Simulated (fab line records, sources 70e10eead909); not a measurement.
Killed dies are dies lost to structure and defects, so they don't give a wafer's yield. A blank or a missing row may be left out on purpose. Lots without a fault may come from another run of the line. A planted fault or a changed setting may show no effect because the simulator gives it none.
A struck lot beside a sound one | flow nand_harc | 26 steps out of a route of 1302
Sound: wafers L124.3, L124.4, L124.6. Struck: wafers L134.1, L134.2, L134.5. The cause comes at the end.
At each step with rows: each side's tool, then ch and its chambers, then its first start. Under that, the readings that differ: sound wafers | struck wafers | difference of the means | sigmas: that difference in standard deviations of wafers without a fault.
alike: readings whose means differ by less than 2 such deviations, and words and numbers that are the same on both sides. not compared: withheld readings, readings that some wafer has no value for, bounds like >300 that may hide the same value, and numbers for which the record gives no deviation and whose values overlap.
The two part at a step that has a row with sigmas, a row that says differs or no value, or rows on one side only. Numbers that don't overlap but have no deviation are shown without sigmas and don't part them. A reading that every wafer of one side lacks parts them only if that side has two wafers or more.

NHARC_P_ZERO_WELL_CD_MEAS_37: target cd 720 nm.
  sound on cd_sem-02 ch 0, day 3 06:14; struck on cd_sem-03 ch 0, day 7 10:08
  alike: cd_nm
then, 1 step without rows for these wafers: NHARC_P_ZERO_WELL_HARDBAKE_38 (time 80 s).
NHARC_P_ZERO_WELL_DESCUM_39: chemistry O2, time 3 s.
  sound on rie_diel-02 ch 1,3, day 3 06:24; struck on rie_diel-03 ch 0,1,3, day 7 10:18
  reading                | sound                | struck               | difference | sigmas
  throttle_valve_pct (%) | 11.316 11.323 11.318 | 11.297 11.296 11.306 | -0.019     | -2
  alike: drypump_motor_current_A, oes_product_au, rf_vpp_V, showerhead_plenum_p_Torr
  not compared: rf_hours_counter_h
then, 9 steps without rows for these wafers: NHARC_P_ZERO_WELL_IMPLANT_40; NHARC_P_ZERO_WELL_IMPLANT_59; NHARC_P_ZERO_WELL_IMPLANT_60; NHARC_P_ZERO_WELL_STRIP_41 (strips in SPM, time 840 s); NHARC_P_ZERO_WELL_DEHYDRATE_44 (time 120 s); NHARC_P_ZERO_WELL_HMDS_45 (time 30 s); NHARC_P_ZERO_WELL_COAT_46; NHARC_P_ZERO_WELL_SOFTBAKE_47 (time 95 s); NHARC_P_ZERO_WELL_EBR_48.
NHARC_P_ZERO_WELL_EXPOSE_49: exposes mask P HVPW, target cd 2000 nm.
  sound on krf_scanner-01 ch 0, day 3 07:36; struck on krf_scanner-01, day 7 11:37
  no value came back on the struck wafers for exposure_dose_mJ_cm2, focus_offset_nm (nm); on the sound wafers exposure_dose_mJ_cm2 reads 22.602 22.606 22.626
  alike: mask
then, 2 steps without rows for these wafers: NHARC_P_ZERO_WELL_PEB_50 (peb time 85 s); NHARC_P_ZERO_WELL_DEVELOP_51 (time 70 s).
NHARC_P_ZERO_WELL_CD_MEAS_52: target cd 2000 nm.
  sound on cd_sem-03 ch 0, day 3 07:45; struck on cd_sem-02 ch 0, day 7 11:47
  reading    | sound                | struck | difference                    | sigmas
  cd_nm (nm) | 2001.5 2000.8 2002.4 | - - -  | no value on the struck wafers |
then, 1 step without rows for these wafers: NHARC_P_ZERO_WELL_HARDBAKE_53 (time 80 s).
NHARC_P_ZERO_WELL_DESCUM_54: chemistry O2, time 3 s.
  sound on rie_diel-08 ch 0,2, day 3 07:55; struck on rie_diel-02 ch 1,2,3, day 7 11:56
  reading                      | sound          | struck            | difference | sigmas
  model.P_ZERO_WELL.cd_nm (nm) | 2001 2001 2002 | 721.8 721.8 722.3 | -1279.4    |
  alike: drypump_motor_current_A, oes_product_au, rf_vpp_V, showerhead_plenum_p_Torr, throttle_valve_pct
  not compared: rf_hours_counter_h
then, 5 steps without rows for these wafers: NHARC_P_ZERO_WELL_IMPLANT_55; NHARC_P_ZERO_WELL_IMPLANT_61; NHARC_P_ZERO_WELL_STRIP_56 (strips in SPM, time 840 s); NHARC_P_ZERO_WELL_PRECLEAN_68 (cleans in SC1, time 60 s); NHARC_P_ZERO_WELL_SRD_69.
NHARC_P_ZERO_WELL_RTA_42: time 300 s.
  sound on rtp_anneal-01 ch 0, day 3 09:07; struck on rtp_anneal-02 ch 0, day 7 12:55
  alike: lamp_power_pct, lamp_zone_3_pct, wafer_temp_C_max
NHARC_P_ZERO_WELL_INSPECT_43:
  sound on defect_inspect-01, day 3 09:34; struck on defect_inspect-01, day 7 13:36
  reading          | sound    | struck         | difference | sigmas
  raw_defect_count | 19 19 10 | 1067 1131 1032 | +1061      | +99 or more
-- the record jumps here: 23 days lie between the struck wafers' starts before and after (it left off in module P_ZERO_WELL and takes up again in module END, whose first step shown is number 1302 of the route) --
NHARC_END_SORT_01:
  sound on prober-02 ch 0, day 25 21:36; struck on prober-02 ch 0, day 30 03:19
  reading             | sound    | struck      | difference | sigmas
  killed_at_periphery | 4 8 7    | 568 571 590 | +570       | +99 or more
  killed_dies         | 68 69 75 | 677 677 677 | +606       | +32
  alike: killed_at_array, killed_at_other, killed_open, killed_short

WHERE THEY PART
First at NHARC_P_ZERO_WELL_DESCUM_39; last, within this record, at NHARC_END_SORT_01.

WHY: what the simulator had put in
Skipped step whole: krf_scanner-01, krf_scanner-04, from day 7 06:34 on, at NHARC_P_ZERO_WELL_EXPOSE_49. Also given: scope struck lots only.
